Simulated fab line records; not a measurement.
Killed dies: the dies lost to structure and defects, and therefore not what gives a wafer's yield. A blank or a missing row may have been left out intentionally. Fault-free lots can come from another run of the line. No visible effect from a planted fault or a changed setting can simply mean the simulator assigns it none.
fab line records ; flow n5_finfet ; part 1 of 2: steps 1 to 21 of 32
[record] lots = 5; wafers = 15; last_day = 17
route steps=1938 shown PMOS_HMC_CHANNEL_EPI@65 FIN_SAQP@90
lots that met no fault: taken from a fault-free run of the same line
start_h: the number of hours between the record's first day and the start of the first shown wafer of the lot ; wait_h: time in hours since the lot's previous step ; " the same as in the row above ; L1.1+2: a row that stands for several wafers ; - no value present, or no start provided ; * or withheld: withheld ; < > ~ a bound
route shown NAME@n: a module of which the file shows steps, and the number in the route of the first ; usual: the fault-free wafers' mean and standard deviation ; same: alike in all rows ; chamber/n: place in a boat ; sites: per-site readings ; _std_site: standard deviation of those values ; _edge_site: outer sites' mean less inner sites' ; radius_mm: how far each site lies from the wafer's centre ; mask NAME#n: copy n ; behind: the tool/chamber that last shaped the wafer ; hold: reason for holding the lot/hours on hold/outcome of the hold ; device: names the non-switching transistor (n, p or np) ; end of line: tests of these same wafers at the route's end ; step lacking rows: just its recipe ; killed: not the wafer's yield, but the dies lost to structure and defects at the first sort ; map: per-die view of a wafer (x killed, . not killed, _ where there is no die)
set.NAME: the setting the step ran with; set.NAME@STEP: the setting that earlier step ran with ; model.NAME: the simulator's own value behind a step, which no gauge read
lots seen at some steps along the route; tables by step, rows by wafer
services: a tool's chamber out of use, with start hour (start_h, from the record's first day; less than 0 if before it), hours out, and reason
[[steps]]
[step N5_PMOS_HMC_CHANNEL_EPI_CD_MEAS_09]
[recipe] target_cd_nm = 237.4; landing_energy_ev = 500; detector = se_inlens
[usual] cd_nm = 237.2/1.1
lot.wafer;tool;chamber;start_h;wait_h;cd_nm
L079.2;cd_sem-01;0;47.49;-;239.5
L079.3;cd_sem-01;0;47.49;-;238.3
L079.5;cd_sem-01;0;47.49;-;240.1
L082.2;cd_sem-03;0;74.09;-;238.0
L082.3;cd_sem-03;0;74.09;-;237.9
L082.5;cd_sem-03;0;74.09;-;238.1
L085.1;cd_sem-01;0;83.21;-;238.1
L085.3;cd_sem-01;0;83.21;-;237.7
L085.5;cd_sem-01;0;83.21;-;237.9
L092.2;cd_sem-02;0;126.18;-;237.7
L092.4;cd_sem-02;0;126.18;-;236.9
L092.5;cd_sem-02;0;126.18;-;236.4
L095.1;cd_sem-03;0;145.34;-;236.3
L095.2;cd_sem-03;0;145.34;-;237.7
L095.4;cd_sem-03;0;145.34;-;234.7
[step N5_PMOS_HMC_CHANNEL_EPI_OVL_MEAS_10]
[recipe] points_per_wafer = 44
[usual] PMOS_HMC_BLK_OVL = -0.1/0.81
[same] points_per_wafer = 44
lot.wafer;tool;chamber;start_h;wait_h;PMOS_HMC_BLK_OVL[nm]
L079.2;overlay-01;0;47.52;0.0;0.1
L079.3;overlay-01;0;47.52;0.0;-0.8
L079.5;overlay-01;0;47.52;0.0;-0.4
L082.2;overlay-01;0;74.12;0.0;-1.9
L082.3;overlay-01;0;74.12;0.0;-0.9
L082.5;overlay-01;0;74.12;0.0;-0.5
L085.1;overlay-01;0;83.24;0.0;-1.5
L085.3;overlay-01;0;83.24;0.0;-0.9
L085.5;overlay-01;0;83.24;0.0;-2.2
L092.2;overlay-01;0;126.21;0.0;0.3
L092.4;overlay-01;0;126.21;0.0;0.3
L092.5;overlay-01;0;126.21;0.0;-0.6
L095.1;overlay-02;0;145.38;0.0;0.0
L095.2;overlay-02;0;145.38;0.0;-0.7
L095.4;overlay-02;0;145.38;0.0;-0.3
[step N5_PMOS_HMC_CHANNEL_EPI_INSPECT_11]
[recipe] mode = adi; inspect_instrument = macro
[usual] raw_defect_count = 1.9/1.2
lot.wafer;tool;chamber;start_h;wait_h;raw_defect_count
L079.2;defect_inspect-02;-;47.55;0.0;2
L079.3;defect_inspect-02;-;47.55;0.0;1
L079.5;defect_inspect-02;-;47.55;0.0;3
L082.2;defect_inspect-02;-;74.14;0.0;4
L082.3;defect_inspect-02;-;74.14;0.0;1
L082.5;defect_inspect-02;-;74.14;0.0;2
L085.1;defect_inspect-02;-;83.27;0.0;1
L085.3;defect_inspect-02;-;83.27;0.0;3
L085.5;defect_inspect-02;-;83.27;0.0;1
L092.2;defect_inspect-02;-;126.23;0.0;1
L092.4;defect_inspect-02;-;126.23;0.0;1
L092.5;defect_inspect-02;-;126.23;0.0;2
L095.1;defect_inspect-02;-;145.41;0.0;2
L095.2;defect_inspect-02;-;145.41;0.0;1
L095.4;defect_inspect-02;-;145.41;0.0;1
[step N5_PMOS_HMC_CHANNEL_EPI_DESCUM_14]
[recipe] chemistry = O2; time_s = 7.9; source_power_w = 50; bias_power_w = 20; pressure_mtorr = 20; rf_frequency_hz = 2.712e+07; temp_c = 40; resist = CAR-ArF-block; o2_flow_sccm = 225
[usual] chamber_pressure_mTorr = 20.001/0.018; drypump_motor_current_A = 5.8/0.4; oes_product_au = 0.77/0.065; rf_vpp_V = 243.1/1.5; showerhead_plenum_p_Torr = 2.09/0.076; throttle_valve_pct = 20.44/0.2
lot.wafer;tool;chamber;start_h;wait_h;chamber_pressure_mTorr;drypump_motor_current_A;oes_product_au;rf_hours_counter_h;rf_vpp_V;showerhead_plenum_p_Torr;throttle_valve_pct
L079.2;rie_diel-04;1;47.60;0.1;19.983;5.2;0.88;50;243.3;2.13;20.58
L079.3;rie_diel-04;0;47.60;0.1;20.027;5.1;0.78;117;243.2;2.02;20.65
L079.5;rie_diel-04;3;47.60;0.1;20.015;5.9;0.67;-;241.6;1.99;20.48
L082.2;rie_diel-03;0;74.32;0.2;19.999;5.8;0.85;61;245.4;2.21;20.41
L082.3;rie_diel-03;1;74.32;0.2;19.993;5.1;0.84;54;241.2;2.03;19.98
L082.5;rie_diel-03;1;74.32;0.2;19.994;5.1;0.83;-;244.5;2.03;19.99
L085.1;rie_diel-05;1;83.30;0.0;20.013;5.8;0.79;146;241.9;2.11;20.72
L085.3;rie_diel-05;2;83.30;0.0;19.959;6.3;0.79;134;244.0;2.11;20.34
L085.5;rie_diel-05;3;83.30;0.0;19.983;6.1;0.75;-;243.4;2.18;20.57
L092.2;rie_diel-05;2;126.27;0.0;19.985;6.3;0.76;150;243.7;2.11;20.36
L092.4;rie_diel-05;1;126.27;0.0;19.998;5.8;0.77;163;243.2;2.10;20.73
L092.5;rie_diel-05;2;126.27;0.0;19.958;6.3;0.75;-;242.9;2.11;20.36
L095.1;rie_diel-03;1;145.84;0.4;20.025;5.1;0.82;68;243.6;2.03;20.01
L095.2;rie_diel-03;0;145.84;0.4;19.998;5.9;0.83;78;245.0;2.21;20.44
L095.4;rie_diel-03;2;145.84;0.4;19.977;5.8;0.71;-;240.9;1.99;20.43
[step N5_PMOS_HMC_CHANNEL_EPI_ETCH_32]
[recipe] chemistry = N2/H2; target = BARC; stop_on = SiO2; target_depth_a = 858; over_etch_frac = 0.3; time_s = 50.3; ion_energy_ev = 200; mask_material = CAR-ArF-block; pressure_mtorr = 30; source_w = 840; bias_w = 150; n2_flow_sccm = 200; h2_flow_sccm = 200
[usual] chamber_pressure_mTorr = 30.000/0.025; drypump_motor_current_A = 5.8/0.4; oes_product_au = 0.66/0.053; rf_vpp_V = 523.5/2.6; showerhead_plenum_p_Torr = 2.53/0.097; throttle_valve_pct = 17.88/0.19
lot.wafer;tool;chamber;start_h;wait_h;chamber_pressure_mTorr;drypump_motor_current_A;oes_product_au;rf_hours_counter_h;rf_vpp_V;showerhead_plenum_p_Torr;throttle_valve_pct
L079.2;rie_diel-04;1;47.64;0.0;30.043;5.2;0.73;50;525.1;2.57;17.96
L079.3;rie_diel-04;0;47.64;0.0;30.007;5.2;0.66;117;519.4;2.45;18.03
L079.5;rie_diel-04;3;47.64;0.0;29.992;5.9;0.58;-;520.6;2.39;17.77
L082.2;rie_diel-03;0;74.35;0.0;30.003;5.8;0.72;61;528.0;2.72;17.98
L082.3;rie_diel-03;1;74.35;0.0;29.988;5.2;0.71;54;520.8;2.48;17.49
L082.5;rie_diel-03;1;74.35;0.0;30.015;5.1;0.70;-;521.8;2.48;17.48
L085.1;rie_diel-05;1;83.34;0.0;30.021;5.8;0.67;146;524.1;2.56;18.10
L085.3;rie_diel-05;2;83.34;0.0;29.995;6.3;0.66;134;524.0;2.55;17.74
L085.5;rie_diel-05;3;83.34;0.0;30.011;6.1;0.63;-;527.7;2.64;18.03
L092.2;rie_diel-05;2;126.30;0.0;29.990;6.3;0.65;150;524.1;2.54;17.75
L092.4;rie_diel-05;1;126.30;0.0;29.994;5.8;0.66;163;523.5;2.55;18.14
L092.5;rie_diel-05;2;126.30;0.0;30.004;6.3;0.65;-;524.6;2.54;17.76
L095.1;rie_diel-03;1;145.88;0.0;29.997;5.1;0.69;68;522.8;2.48;17.53
L095.2;rie_diel-03;0;145.88;0.0;29.989;5.8;0.71;78;526.2;2.71;18.00
L095.4;rie_diel-03;2;145.88;0.0;29.996;5.8;0.62;-;520.1;2.40;17.81
[step N5_PMOS_HMC_CHANNEL_EPI_HM_OPEN_15]
[recipe] chemistry = CHF3/O2; target = SiO2; mask_material = CAR-ArF-block; target_depth_a = 406; CHF3_flow_sccm = 50; O2_flow_sccm = 5; Ar_flow_sccm = 200; time_s = 20.3; pressure_mtorr = 30; source_w = 650; bias_w = 170; ion_energy_ev = 200
[usual] O2_flow_sccm = 4.998/0.014; chamber_pressure_mTorr = 30.007/0.024; drypump_motor_current_A = 5.8/0.4; oes_ar_750_au = 0.78/0.065; oes_product_au = 0.77/0.065; rf_vpp_V = 522/13; showerhead_plenum_p_Torr = 2.40/0.08; throttle_valve_pct = 18.91/0.17
lot.wafer;tool;chamber;start_h;wait_h;O2_flow_sccm;chamber_pressure_mTorr;drypump_motor_current_A;oes_ar_750_au;oes_product_au;rf_hours_counter_h;rf_vpp_V;showerhead_plenum_p_Torr;throttle_valve_pct
L079.2;rie_diel-04;1;47.68;0.0;4.996;30.016;5.2;0.88;0.87;50;514;2.46;19.09
L079.3;rie_diel-04;0;47.68;0.0;5.028;30.009;5.1;0.78;0.78;117;507;2.32;19.05
L079.5;rie_diel-04;3;47.68;0.0;4.988;30.017;5.9;0.67;0.67;-;528;2.27;18.81
L082.2;rie_diel-03;0;74.39;0.0;4.991;29.959;5.8;0.86;0.85;61;511;2.54;18.88
L082.3;rie_diel-03;1;74.39;0.0;5.006;30.001;5.2;0.84;0.82;54;518;2.37;18.61
L082.5;rie_diel-03;1;74.39;0.0;5.016;29.968;5.1;0.82;0.83;-;519;2.37;18.60
L085.1;rie_diel-05;1;83.38;0.0;5.027;30.010;5.8;0.78;0.79;147;512;2.40;19.00
L085.3;rie_diel-05;2;83.38;0.0;4.986;30.022;6.3;0.78;0.78;134;524;2.42;18.72
L085.5;rie_diel-05;3;83.38;0.0;5.000;29.982;6.1;0.73;0.75;-;549;2.50;19.04
L092.2;rie_diel-05;2;126.34;0.0;5.001;30.038;6.3;0.77;0.76;150;523;2.42;18.73
L092.4;rie_diel-05;1;126.34;0.0;4.978;30.040;5.8;0.77;0.77;163;511;2.39;19.02
L092.5;rie_diel-05;2;126.34;0.0;4.972;29.992;6.3;0.76;0.76;-;523;2.42;18.76
L095.1;rie_diel-03;1;145.92;0.0;5.002;30.010;5.1;0.82;0.82;68;518;2.36;18.62
L095.2;rie_diel-03;0;145.92;0.0;5.018;30.042;5.8;0.85;0.83;78;510;2.53;18.90
L095.4;rie_diel-03;2;145.92;0.0;4.992;30.032;5.8;0.74;0.71;-;512;2.30;18.94
[step N5_PMOS_HMC_CHANNEL_EPI_STRIP_33]
[recipe] chemistry = N2/H2; power_w = 500; temp_c = 40; pressure_mtorr = 50; rf_frequency_hz = 6e+07; overash_fraction = 0.3; bias_power_w = 8; h2_frac = 0.5; n2_flow_sccm = 300; h2_flow_sccm = 300
[usual] chamber_pressure_mTorr = 50.00/0.088; drypump_motor_current_A = 5.8/0.4; oes_product_au = 0.77/0.064; rf_vpp_V = 54.1/1.5; showerhead_plenum_p_Torr = 3.35/0.12; throttle_valve_pct = 18.91/0.26
lot.wafer;tool;chamber;start_h;wait_h;chamber_pressure_mTorr;drypump_motor_current_A;oes_product_au;rf_hours_counter_h;rf_vpp_V;showerhead_plenum_p_Torr;throttle_valve_pct
L079.2;rie_diel-04;1;47.73;0.0;50.00;5.2;0.89;50;52.1;3.40;19.06
L079.3;rie_diel-04;0;47.73;0.0;50.05;5.2;0.78;117;52.2;3.24;19.02
L079.5;rie_diel-04;3;47.73;0.0;49.99;5.9;0.67;-;52.5;3.16;18.67
L082.2;rie_diel-03;0;74.45;0.0;50.08;5.9;0.85;61;56.4;3.58;18.98
L082.3;rie_diel-03;1;74.45;0.0;49.82;5.1;0.83;54;50.8;3.28;18.44
L082.5;rie_diel-03;1;74.45;0.0;49.89;5.2;0.84;-;52.9;3.28;18.46
L085.1;rie_diel-05;1;83.43;0.0;49.93;5.9;0.79;147;57.4;3.38;19.10
L085.3;rie_diel-05;2;83.43;0.0;49.90;6.3;0.78;134;54.1;3.37;19.03
L085.5;rie_diel-05;3;83.43;0.0;50.09;6.1;0.75;-;55.5;3.48;19.30
L092.2;rie_diel-05;2;126.40;0.0;50.01;6.4;0.78;150;53.0;3.36;19.01
L092.4;rie_diel-05;1;126.40;0.0;49.70;5.9;0.78;163;55.3;3.37;19.17
L092.5;rie_diel-05;2;126.40;0.0;50.09;6.3;0.76;-;54.4;3.36;19.03
L095.1;rie_diel-03;1;145.98;0.0;49.94;5.1;0.82;68;52.4;3.27;18.46
L095.2;rie_diel-03;0;145.98;0.0;50.06;5.9;0.83;78;55.6;3.57;19.04
L095.4;rie_diel-03;2;145.98;0.0;49.92;5.8;0.71;-;53.5;3.18;18.66
[step N5_PMOS_HMC_CHANNEL_EPI_STRIP_17]
[recipe] chemistry = SPM; time_s = 750; temp_c = 130; h2so4_h2o2_vol_ratio = 4; dry = ipa_marangoni
lot.wafer;tool;chamber;start_h;wait_h
L079.2+3+5;wet_bench-03;4,5,0;47.80;-
L082.2+3+5;wet_bench-04;3,2,4;74.52;-
L085.1+3+5;wet_bench-01;7,6,2;83.50;-
L092.2+4+5;wet_bench-01;1,0,2;126.47;-
L095.1+2+4;wet_bench-03;1,6,0;146.04;-
[step N5_PMOS_HMC_CHANNEL_EPI_ETCH_38]
[recipe] chemistry = CF4; target = SiO2; target_depth_a = 15; ion_energy_ev = 350; pressure_mtorr = 10; icp_w = 800; bias_w = 400; cf4_flow_sccm = 80
[usual] cf4_flow_sccm = 80.01/0.2; chamber_pressure_mTorr = 10.002/0.009; drypump_motor_current_A = 5.8/0.48; oes_product_au = 1.001/0.022; throttle_valve_pct = 21.76/0.18
lot.wafer;tool;chamber;start_h;wait_h;cf4_flow_sccm;chamber_pressure_mTorr;drypump_motor_current_A;oes_product_au;rf_hours_counter_h;throttle_valve_pct
L079.2;rie_si-03;1;48.06;0.0;79.95;10.002;6.4;1.043;203;21.83
L079.3;rie_si-03;2;48.06;0.0;80.01;9.990;6.4;0.993;10;21.81
L079.5;rie_si-03;2;48.06;0.0;79.91;9.988;6.3;1.001;-;21.79
L082.2;rie_si-03;1;74.75;0.0;79.90;10.007;6.4;1.032;0;21.78
L082.3;rie_si-03;2;74.75;0.0;80.24;9.995;6.3;1.002;11;21.81
L082.5;rie_si-03;0;74.75;0.0;79.92;9.992;6.8;1.025;-;22.08
L085.1;rie_si-02;3;83.74;0.0;80.12;9.986;6.0;0.983;15;21.91
L085.3;rie_si-02;1;83.74;0.0;80.06;10.014;5.3;0.999;198;21.75
L085.5;rie_si-02;1;83.74;0.0;79.87;10.001;5.3;0.994;-;21.75
L092.2;rie_si-05;1;126.70;0.0;80.01;10.009;5.2;1.005;95;21.96
L092.4;rie_si-05;2;126.70;0.0;80.39;10.000;6.1;1.034;148;21.65
L092.5;rie_si-05;3;126.70;0.0;80.44;10.004;5.8;1.008;-;21.71
L095.1;rie_si-03;1;146.49;0.0;80.18;10.003;6.4;1.024;1;21.78
L095.2;rie_si-03;3;146.49;0.0;80.02;10.013;5.1;0.980;47;21.84
L095.4;rie_si-03;0;146.49;0.0;80.12;9.998;6.8;1.004;115;22.07
[step N5_PMOS_HMC_CHANNEL_EPI_FIN_RECESS_16]
[recipe] chemistry = HBr/Cl2; target = Si; mask_material = SiO2; target_depth_a = 540; time_s = 18; pressure_mtorr = 10; icp_w = 800; bias_w = 75; HBr_flow_sccm = 150; Cl2_flow_sccm = 80
[usual] chamber_pressure_mTorr = 10.000/0.012; drypump_motor_current_A = 5.9/0.49; oes_product_au = 1.001/0.019; throttle_valve_pct = 35.44/0.23
lot.wafer;tool;chamber;start_h;wait_h;chamber_pressure_mTorr;drypump_motor_current_A;oes_product_au;rf_hours_counter_h;throttle_valve_pct
L079.2;rie_si-03;1;48.08;0.0;9.998;6.4;1.024;203;35.10
L079.3;rie_si-03;2;48.08;0.0;10.002;6.4;1.000;10;35.37
L079.5;rie_si-03;2;48.08;0.0;10.001;6.4;0.996;-;35.38
L082.2;rie_si-03;1;74.77;0.0;9.986;6.4;1.029;0;35.11
L082.3;rie_si-03;2;74.77;0.0;9.998;6.3;0.990;11;35.39
L082.5;rie_si-03;0;74.77;0.0;10.001;6.8;1.017;-;35.90
L085.1;rie_si-02;3;83.76;0.0;9.986;5.9;0.993;15;35.54
L085.3;rie_si-02;1;83.76;0.0;10.001;5.3;1.007;198;35.25
L085.5;rie_si-02;1;83.76;0.0;10.005;5.3;1.014;-;35.25
L092.2;rie_si-05;1;126.72;0.0;9.993;5.2;0.987;95;35.76
L092.4;rie_si-05;2;126.72;0.0;9.999;6.1;1.016;148;35.45
L092.5;rie_si-05;3;126.72;0.0;9.996;5.9;0.995;-;35.62
L095.1;rie_si-03;1;146.51;0.0;10.015;6.4;1.032;1;35.12
L095.2;rie_si-03;3;146.51;0.0;10.003;5.1;0.984;47;35.50
L095.4;rie_si-03;0;146.51;0.0;10.013;6.8;1.027;115;35.90
[step N5_PMOS_HMC_CHANNEL_EPI_PRECLEAN_36]
[recipe] chemistry = O3/DIW; time_s = 45; temp_c = 22; o3_ppm = 10
lot.wafer;tool;chamber;start_h;wait_h
L079.2+3+5;wet_bench-04;1,6,4;48.17;0.1
L082.2+3+5;wet_bench-04;2,4,1;74.87;0.1
L085.1+3+5;wet_bench-04;7,3,2;83.86;0.1
L092.2+4+5;wet_bench-04;0,3,4;126.82;0.1
L095.1+2+4;wet_bench-03;5,2,1;146.61;0.1
[step N5_PMOS_HMC_CHANNEL_EPI_PRECLEAN_18]
[recipe] chemistry = DHF; time_s = 30; temp_c = 25; dilution = withheld
lot.wafer;tool;chamber;start_h;wait_h
L079.2+3+5;wet_bench-04;1,6,4;48.19;0.0
L082.2+3+5;wet_bench-04;2,4,1;74.88;0.0
L085.1+3+5;wet_bench-04;7,3,2;83.87;0.0
L092.2+4+5;wet_bench-04;0,3,4;126.84;0.0
L095.1+2+4;wet_bench-03;5,2,1;146.64;0.0
[step N5_PMOS_HMC_CHANNEL_EPI_SRD_19]
[recipe] dry = ipa_marangoni; do_ppb = 5; time_s = 30; temp_c = 23; rinse_liquid = diw
lot.wafer;tool;chamber;start_h;wait_h
L079.2+3+5;wet_bench-04;1,6,4;48.20;0.0
L082.2+3+5;wet_bench-04;2,4,1;74.89;0.0
L085.1+3+5;wet_bench-04;7,3,2;83.88;0.0
L092.2+4+5;wet_bench-04;0,3,4;126.85;0.0
L095.1+2+4;wet_bench-03;5,2,1;146.65;0.0
[step N5_PMOS_HMC_CHANNEL_EPI_EPI_20]
[recipe] material = SiGe30; mask_material = SiO2; pressure_torr = 20; target_thk_a = 590; temp_c = 600
lot.wafer;tool;chamber;start_h;wait_h
L079.2+3+5;epi_rpcvd-01;0;48.45;0.2
L082.2+3+5;epi_rpcvd-04;0;75.21;0.3
L085.1+3+5;epi_rpcvd-01;0;83.93;0.0
L092.2+4+5;epi_rpcvd-04;0;127.09;0.2
L095.1+2+4;epi_rpcvd-01;0;146.72;0.0
[step N5_PMOS_HMC_CHANNEL_EPI_HM_STRIP_35]
[recipe] chemistry = dHF; temp_c = 25; material = SiO2; target = SiO2; target_depth_a = 396; time_s = 216
lot.wafer;tool;chamber;start_h;wait_h
L079.2+3+5;wet_bench-04;5,3,2;49.48;0.8
L082.2+3+5;wet_bench-04;6,1,2;76.58;1.1
L085.1+3+5;wet_bench-04;3,1,7;85.57;1.4
L092.2+4+5;wet_bench-01;4,7,3;128.13;0.8
L095.1+2+4;wet_bench-04;7,6,2;147.95;1.0
[step N5_PMOS_HMC_CHANNEL_EPI_SRD_39]
[recipe] dry = ipa_marangoni; time_s = 30; temp_c = 23; rinse_liquid = diw
lot.wafer;tool;chamber;start_h;wait_h
L079.2+3+5;wet_bench-04;5,3,2;49.54;0.0
L082.2+3+5;wet_bench-04;6,1,2;76.64;0.0
L085.1+3+5;wet_bench-04;3,1,7;85.63;0.0
L092.2+4+5;wet_bench-01;4,7,3;128.19;0.0
L095.1+2+4;wet_bench-04;7,6,2;148.01;0.0
[step N5_PMOS_HMC_CHANNEL_EPI_CMP_21]
[recipe] material = SiGe30; post_cmp_clean = alkaline_brush; target_thk_nm = 54
[usual] motor_current_A = 12.0/1.5; slurry_filter_dp_kPa = 13.51/0.14
lot.wafer;tool;chamber;start_h;wait_h;motor_current_A;slurry_filter_dp_kPa
L079.2;cmp-01;0;49.58;0.0;10.1;13.33
L079.3;cmp-01;3;49.58;0.0;12.9;13.88
L079.5;cmp-01;0;49.58;0.0;9.8;13.26
L082.2;cmp-02;0;76.75;0.1;11.6;13.40
L082.3;cmp-02;1;76.75;0.1;11.1;13.59
L082.5;cmp-02;3;76.75;0.1;14.2;13.55
L085.1;cmp-03;1;85.89;0.2;12.4;13.63
L085.3;cmp-03;3;85.89;0.2;9.8;13.40
L085.5;cmp-03;0;85.89;0.2;13.7;13.58
L092.2;cmp-02;0;128.23;0.0;12.5;13.46
L092.4;cmp-02;3;128.23;0.0;15.4;13.53
L092.5;cmp-02;1;128.23;0.0;11.5;13.22
L095.1;cmp-02;3;148.05;0.0;14.8;13.37
L095.2;cmp-02;0;148.05;0.0;12.4;13.43
L095.4;cmp-02;2;148.05;0.0;11.5;13.45
[step N5_PMOS_HMC_CHANNEL_EPI_THK_MEAS_22]
[recipe] reads = SiGe30_of_PMOS_HMC_CHANNEL_EPI_EPI_20
[usual] HMC_CMP_THK = 53.7/0.94
lot.wafer;tool;chamber;start_h;wait_h;HMC_CMP_THK[nm]
L079.2;film_metro-02;-;49.88;-;54.9
L079.3;film_metro-02;-;49.88;-;54.4
L079.5;film_metro-02;-;49.88;-;54.1
L082.2;film_metro-02;-;76.97;-;54.8
L082.3;film_metro-02;-;76.97;-;54.0
L082.5;film_metro-02;-;76.97;-;54.1
L085.1;film_metro-01;-;86.15;-;53.5
L085.3;film_metro-01;-;86.15;-;52.3
L085.5;film_metro-01;-;86.15;-;52.6
L092.2;film_metro-01;-;128.52;-;55.0
L092.4;film_metro-01;-;128.52;-;54.6
L092.5;film_metro-01;-;128.52;-;52.3
L095.1;film_metro-02;-;148.35;-;54.6
L095.2;film_metro-02;-;148.35;-;53.8
L095.4;film_metro-02;-;148.35;-;53.7
[step N5_PMOS_HMC_CHANNEL_EPI_PRECLEAN_40]
[recipe] chemistry = DHF; time_s = 30; temp_c = 25; dilution = withheld
lot.wafer;tool;chamber;start_h;wait_h
L079.2+3+5;wet_bench-01;6,5,1;49.90;0.0
L082.2+3+5;wet_bench-04;4,5,3;77.00;0.0
L085.1+3+5;wet_bench-04;4,5,3;86.18;0.0
L092.2+4+5;wet_bench-01;5,4,3;128.55;0.0
L095.1+2+4;wet_bench-01;7,2,6;148.38;0.0
[step N5_PMOS_HMC_CHANNEL_EPI_PRECLEAN_37]
[recipe] chemistry = O3/DIW; time_s = 45; temp_c = 22; o3_ppm = 10
lot.wafer;tool;chamber;start_h;wait_h
L079.2+3+5;wet_bench-01;6,5,1;49.91;0.0
L082.2+3+5;wet_bench-04;4,5,3;77.01;0.0
L085.1+3+5;wet_bench-04;4,5,3;86.19;0.0
L092.2+4+5;wet_bench-01;5,4,3;128.56;0.0
L095.1+2+4;wet_bench-01;7,2,6;148.39;0.0
[step N5_PMOS_HMC_CHANNEL_EPI_PRECLEAN_24]
[recipe] chemistry = DHF; time_s = 30; temp_c = 25; dilution = withheld
lot.wafer;tool;chamber;start_h;wait_h
L079.2+3+5;wet_bench-01;6,5,1;49.93;0.0
L082.2+3+5;wet_bench-04;4,5,3;77.02;0.0
L085.1+3+5;wet_bench-04;4,5,3;86.20;0.0
L092.2+4+5;wet_bench-01;5,4,3;128.58;0.0
L095.1+2+4;wet_bench-01;7,2,6;148.40;0.0
